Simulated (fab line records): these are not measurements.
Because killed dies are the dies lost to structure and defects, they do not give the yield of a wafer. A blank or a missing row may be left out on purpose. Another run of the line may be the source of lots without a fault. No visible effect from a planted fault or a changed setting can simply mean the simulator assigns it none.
fab line records	flow nandHarc
[record] lots = 13	wafers = 38	lastDay = 33
route steps=1302 shown A_CHANNEL_HOLE_D1@474 A_CHANNEL_FILL_D1@494
lots that met no fault: taken from a fault-free run of the same line
startH: hours from the record's opening day to when the first of the lot's shown wafers began	waitH: hours elapsed since this lot's preceding step	" as in the row above	L1.1+2: a single row standing in for several wafers	- no value present, or no start provided	* or withheld: withheld	< > ~ a bound
route shown NAME@n: names a module that has steps shown in the file, with the first one's number in the route	usual: the fault-free wafers' mean and standard deviation	same: alike in all rows	chamber/n: place in a boat	sites: the reading at each site	_std_site: standard deviation of those values	_edge_site: the outer-site mean with the inner-site mean subtracted	radiusMm: for every site, how far away it sits from the centre of the wafer	mask NAME#n: copy n	behind: the last tool/chamber to shape the wafer	hold: cause of the lot's hold/its duration in hours/its outcome	device: the transistor (n, p or np) that didn't switch	end of line: tests of these same wafers at the route's end	for a step that has no rows: nothing shown but its recipe	killed: dies lost to structure and defects at the first sort, not the wafer's yield	map: the dies of a wafer, with x for killed, . for not killed, _ for no die there
set.NAME: the setting that was run; set.NAME@STEP: the one run at that earlier step	model.NAME: the simulator's own value behind a step, which no gauge read
one table for each step of the route and one row for each wafer, over a sample of lots
services: a tool's chamber out of use, with start hour (startH, from the record's first day; less than 0 if before it), hours out, and reason
[[steps]]
[step NHARC_A_CHANNEL_HOLE_D1_ETCH_22]
[recipe] biasV = 3000	sourceW = withheld	pressureMtorr = 20	timeS = 666.7	arFlowSccm = 375	c4f8FlowSccm = 89.3	o2FlowSccm = 35.7	tempC = -20	targetDepthA = 16000	chemistry = C4F8/O2/Ar
[usual] drypumpMotorCurrentA = 5.8/0.57	mfcArSccm = 375.1/1	showerheadPlenumPTorr = 3.66/0.14	throttleValvePct = 32.156/0.0089
lot.wafer	tool	chamber	startH	waitH	drypumpMotorCurrentA	mfcArSccm	rfHoursCounterH	showerheadPlenumPTorr	throttleValvePct
L185.2	harEtch-01	0	183.49	0.4	5.3	374.8	85	3.59	32.153
L185.4	"	1	"	"	5.3	375.9	-	3.73	32.162
L185.5	"	0	"	"	5.4	375.9	-	3.59	32.152
L184.3	harEtch-02	1	183.75	0.4	6.8	373.8	-	3.42	32.170
L184.4	"	0	"	"	5.9	375.6	-	3.67	32.151
L184.6	"	1	"	"	6.9	375.1	-	3.42	32.158
L186.1	harEtch-01	1	208.33	0.4	5.3	376.4	100	3.72	32.166
L186.4	"	0	"	"	5.3	375.8	-	3.59	32.155
L186.5	"	1	"	"	5.3	374.1	-	3.72	32.169
L187.3	harEtch-01	1	219.38	0.4	5.3	371.9	-	3.72	32.146
L187.6	"	0	"	"	5.4	375.5	-	3.58	32.170
L187.5	"	1	"	"	5.3	373.9	-	3.72	32.146
L188.1	harEtch-02	1	221.39	0.4	6.8	377.0	321	3.41	32.154
L188.4	"	0	"	"	6.0	375.4	-	3.66	32.154
L188.3	"	1	"	"	6.8	374.5	-	3.41	32.148
L190.2	harEtch-01	0	254.75	0.4	5.4	375.7	127	3.57	32.177
L190.3	"	0	"	"	5.4	377.2	-	3.57	32.164
L198.2	harEtch-01	1	327.72	0.4	5.4	374.4	169	3.69	32.141
L198.1	"	0	"	"	5.4	376.2	169	3.55	32.166
L198.4	"	1	"	"	5.3	374.5	-	3.69	32.158
L199.3	harEtch-02	1	333.48	0.4	6.8	374.9	-	3.92	32.172
L199.4	"	0	"	"	5.9	374.9	-	3.62	32.162
L199.6	"	0	"	"	5.9	374.7	-	3.62	32.160
L200.1	harEtch-01	0	341.92	0.4	5.4	376.1	181	3.54	32.158
L200.3	"	1	"	"	5.3	374.3	-	3.68	32.144
L200.5	"	1	"	"	5.3	375.2	-	3.68	32.161
L201.3	harEtch-02	0	345.98	0.4	5.9	374.8	-	3.62	32.148
L201.4	"	1	"	"	6.8	376.1	-	3.92	32.147
L201.6	"	0	"	"	5.9	373.5	-	3.62	32.138
L202.1	harEtch-02	1	361.58	0.4	6.8	374.3	390	3.91	32.150
L202.4	"	1	"	"	6.9	374.0	-	3.91	32.170
L202.5	"	0	"	"	5.9	374.6	-	3.61	32.150
L205.1	harEtch-02	1	394.87	0.4	6.8	374.5	1	3.91	32.154
L205.4	"	1	"	"	6.8	374.5	-	3.91	32.166
L205.6	"	1	"	"	6.8	375.2	-	3.91	32.159
L207.2	harEtch-02	1	407.25	0.4	6.9	376.8	9	3.90	32.150
L207.4	"	0	"	"	5.9	375.9	-	3.93	32.149
L207.6	"	1	"	"	6.9	377.2	-	3.90	32.151
[step NHARC_A_CHANNEL_FILL_D1_ALD_14]
[recipe] targetThkA = 25	pulseTimeS = 10	aldCycles = 25	tempC = 300	material = SiO2
[usual] heaterPowerW = 463/39	precursorPulseHeightRel = 0.999/0.02
lot.wafer	tool	chamber	startH	waitH	heaterPowerW	precursorPulseHeightRel
L184.4	aldHk-04	1	195.55	0.0	474	0.996
L184.3	"	2	"	"	403	1.010
L184.6	"	1	"	"	469	1.009
L185.4	aldHk-01	0	195.62	0.1	469	0.978
L185.2	"	1	"	"	479	1.023
L185.5	"	3	"	"	474	1.005
L186.4	aldHk-04	0	221.70	0.8	522	0.985
L186.1	"	1	"	"	459	1.028
L186.5	"	2	"	"	409	0.989
L187.3	aldHk-03	1	231.43	0.3	487	0.988
L187.6	"	2	"	"	450	0.987
L187.5	"	3	"	"	368	1.017
L188.1	aldHk-01	3	235.52	0.0	455	1.010
L188.3	"	1	"	"	470	1.026
L188.4	"	2	"	"	472	1.008
L190.2	aldHk-01	0	268.85	0.1	502	1.014
L190.3	"	1	"	"	479	1.035
L198.1	aldHk-03	0	340.16	0.0	452	0.996
L198.2	"	2	"	"	467	1.006
L198.4	"	3	"	"	384	1.017
L199.3	aldHk-04	3	345.52	0.1	519	1.037
L199.4	"	0	"	"	510	0.979
L199.6	"	2	"	"	397	0.988
L200.3	aldHk-01	0	354.01	0.1	451	0.989
L200.1	"	2	"	"	440	1.012
L200.5	"	0	"	"	457	0.971
L201.3	aldHk-01	3	357.77	0.0	468	0.958
L201.4	"	0	"	"	453	0.997
L201.6	"	0	"	"	459	1.014
L202.1	aldHk-03	1	373.59	0.1	486	0.985
L202.4	"	2	"	"	463	1.012
L202.5	"	0	"	"	437	0.953
L205.1	aldHk-04	1	407.10	0.1	505	0.974
L205.4	"	3	"	"	519	1.008
L205.6	"	0	"	"	519	1.015
L207.4	aldHk-03	0	417.74	0.3	443	1.030
L207.2	"	1	"	"	501	0.974
L207.6	"	3	"	"	378	0.998
[step NHARC_A_CHANNEL_FILL_D1_ETCHBACK_19]
[recipe] targetDepthA = 50	timeS = 1.7	hbrFlowSccm = 150	cl2FlowSccm = 50	rfW = 400	icpW = 400	biasW = 100	chemistry = HBr/Cl2
[usual] drypumpMotorCurrentA = 5.7/0.42	oesProductAu = 0.997/0.0097	throttleValvePct = 26.406/0.009
lot.wafer	tool	chamber	startH	waitH	drypumpMotorCurrentA	oesProductAu	rfHoursCounterH	throttleValvePct
L185.4	rieSi-04	3	212.43	0.4	6.0	0.994	0.2	26.415
L185.2	"	0	"	"	5.1	0.991	0.2	26.397
L185.5	"	3	"	"	6.0	0.998	-	26.416
L184.3	rieSi-01	0	212.45	0.4	5.8	1.026	0.1	26.414
L184.4	"	1	"	"	6.7	0.997	0.1	26.415
L184.6	"	3	"	"	5.0	1.002	-	26.397
L186.4	rieSi-05	2	240.02	0.4	5.5	0.992	0.7	26.416
L186.1	"	0	"	"	5.4	1.000	0.7	26.398
L186.5	"	1	"	"	5.7	0.990	-	26.398
L187.3	rieSi-05	2	248.43	0.4	5.5	0.987	0.7	26.399
L187.5	"	0	"	"	5.3	0.993	-	26.405
L187.6	"	1	"	"	5.7	0.993	-	26.415
L188.4	rieSi-04	3	252.66	0.4	6.0	0.987	0.4	26.395
L188.3	"	0	"	"	5.1	0.999	0.4	26.407
L188.1	"	1	"	"	5.9	0.994	0.4	26.395
L190.2	rieSi-05	1	286.18	0.4	5.7	0.760	0.8	26.421
L190.3	"	3	"	"	5.6	0.761	0.9	26.411
L198.1	rieSi-01	0	357.23	0.4	5.8	1.013	0.9	26.399
L198.4	"	1	"	"	6.7	0.977	0.9	26.410
L198.2	"	2	"	"	5.9	1.004	1.0	26.399
L199.3	rieSi-01	1	362.55	0.4	6.6	0.983	0.9	26.403
L199.4	"	3	"	"	4.9	1.004	1.0	26.402
L199.6	"	2	"	"	5.8	0.999	-	26.396
L200.1	rieSi-04	2	371.08	0.4	5.4	0.994	0.1	26.415
L200.3	"	0	"	"	5.1	1.006	0.1	26.405
L200.5	"	2	"	"	5.4	0.998	-	26.405
L201.4	rieSi-04	0	375.52	0.4	5.1	0.992	0.2	26.409
L201.3	"	3	"	"	6.1	0.993	0.2	26.410
L201.6	"	1	"	"	5.9	1.002	-	26.396
L202.4	rieSi-04	2	391.04	0.4	5.5	0.988	0.2	26.410
L202.1	"	0	"	"	5.1	0.998	0.2	26.426
L202.5	"	3	"	"	6.0	0.994	-	26.408
L205.1	rieSi-01	3	424.21	0.4	4.9	0.986	0.2	26.409
L205.4	"	0	"	"	5.8	0.993	0.4	26.412
L205.6	"	1	"	"	6.6	0.997	-	26.402
L207.4	rieSi-04	1	434.63	0.4	5.9	1.015	0.4	26.415
L207.2	"	3	"	"	6.0	0.998	0.5	26.401
L207.6	"	0	"	"	5.1	0.994	-	26.395
[step NHARC_A_CHANNEL_FILL_D1_ETCHBACK_08]
[recipe] targetDepthA = 2200	timeS = 110	c4f8FlowSccm = 20	arFlowSccm = withheld	rfW = 600	biasW = 300	chemistry = C4F8
[usual] oesProductAu = 0.96/0.036	rfVppV = 440.9/2.8
lot.wafer	tool	chamber	startH	waitH	oesProductAu	rfHoursCounterH	rfVppV
L185.2	rieDiel-12	2	-	-	0.93	7.4	440.9
L185.4	"	3	"	"	0.92	8.3	437.0
L185.5	"	0	"	"	0.92	-	442.4
L184.4	rieDiel-02	3	-	-	1.00	0.4	445.4
L184.3	"	2	"	"	1.01	0.3	436.9
L184.6	"	0	"	"	0.98	-	443.8
L186.4	rieDiel-02	3	-	-	1.00	1.4	443.8
L186.1	"	1	"	"	1.00	1.3	438.6
L186.5	"	3	"	"	1.01	-	443.3
L187.3	rieDiel-04	3	-	-	0.99	4.8	443.1
L187.5	"	0	"	"	0.98	-	440.5
L187.6	"	1	"	"	0.98	-	445.6
L188.3	rieDiel-02	1	-	-	1.00	1.9	439.4
L188.4	"	2	"	"	1.00	2.1	437.5
L188.1	"	0	"	"	0.98	2.1	442.5
L190.2	rieDiel-04	0	-	-	0.91	7.7	441.5
L190.3	"	2	"	"	0.93	6.9	439.6
L198.2	rieDiel-02	0	-	-	0.92	7.1	442.4
L198.1	"	2	"	"	0.94	7.3	437.0
L198.4	"	3	"	"	0.93	7.4	444.3
L199.3	rieDiel-12	0	-	-	0.93	5.8	443.8
L199.4	"	1	"	"	0.92	4.4	440.4
L199.6	"	2	"	"	0.93	-	441.5
L200.1	rieDiel-02	1	-	-	1.01	7.6	439.6
L200.3	"	0	"	"	1.00	7.7	442.3
L200.5	"	1	"	"	1.02	-	440.6
L201.3	rieDiel-12	2	-	-	0.93	7.6	440.8
L201.4	"	1	"	"	1.00	5.5	439.6
L201.6	"	2	"	"	0.93	-	442.6
L202.1	rieDiel-12	2	-	-	0.93	8.8	442.6
L202.4	"	3	"	"	0.94	-	435.9
L202.5	"	2	"	"	0.94	-	442.5
L205.1	rieDiel-02	2	-	-	0.99	2.0	436.5
L205.4	"	3	"	"	1.00	1.4	444.9
L205.6	"	2	"	"	1.00	-	438.4
L207.2	rieDiel-04	0	-	-	1.00	6.0	439.5
L207.4	"	2	"	"	1.00	4.4	438.6
L207.6	"	1	"	"	0.99	-	446.4
[[services]]
tool	chamber	startH	hours	kind
rieSi-04	2	164.99	8.8	repair
rieSi-04	-	165.00	9.0	pm
rieSi-01	2	186.27	2.2	repair
rieDiel-02	0	191.61	3.5	repair
rieSi-01	-	193.00	9.0	pm
aldHk-03	-	214.97	10.0	pm
rieDiel-02	-	216.70	9.0	pm
rieSi-01	1	231.38	8.4	repair
rieDiel-12	0	233.15	14.6	repair
aldHk-04	-	256.18	10.0	pm
rieDiel-12	-	268.40	9.0	pm
rieDiel-12	1	280.85	24.9	repair
aldHk-01	-	299.16	10.0	pm
rieSi-04	0	300.34	1.0	repair
rieSi-04	-	342.00	9.0	pm
rieSi-01	0	352.43	3.5	repair
rieSi-01	-	370.00	9.0	pm
rieSi-04	-	371.55	0.8	repair
harEtch-02	-	377.00	17.0	pm
rieDiel-02	-	393.70	9.0	pm
rieSi-04	0	404.60	3.0	repair
rieSi-04	3	413.86	1.9	repair
rieDiel-02	3	414.48	13.4	repair
rieDiel-02	0	425.14	5.1	repair
[[key]]
[firstSign] step = NHARC_A_CHANNEL_FILL_D1_ETCHBACK_19	reading = oesProductAu	direction = down	sigmas = 25	usual = 0.997	struck = 0.761
effect none on later readings
metAt NHARC_A_CHANNEL_FILL_D1_ETCHBACK_19
struckLots L190
struckWafers L190.2,L190.3
sortLeftOut L190.2,L190.3
testerLeftOut L190
notActingAt NHARC_A_CHANNEL_HOLE_D1_ETCH_22,NHARC_A_CHANNEL_FILL_D1_ALD_14,NHARC_A_CHANNEL_FILL_D1_ETCHBACK_08
onsetBetween 248.43 286.18
[fault] kind = processParameterDrift	tool = rieSi-05	chamber = -	onsetH = 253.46	steps = NHARC_A_CHANNEL_FILL_D1_ETCHBACK_19	channel = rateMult	offset = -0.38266	shape = step	endH = 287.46	scope = struckWafersOnly
// testerLeftOut: of these lots the tester's yield and bins aren't shown, on N5 and GAA mostly nor the transistor test; their killed dies are dies lost to structure and defects alone, not to doping, threshold or leakage, so they don't give the yield
// sortLeftOut: the simulated sort isn't trusted on such a fault, so these wafers' sort isn't shown, and their yield isn't known
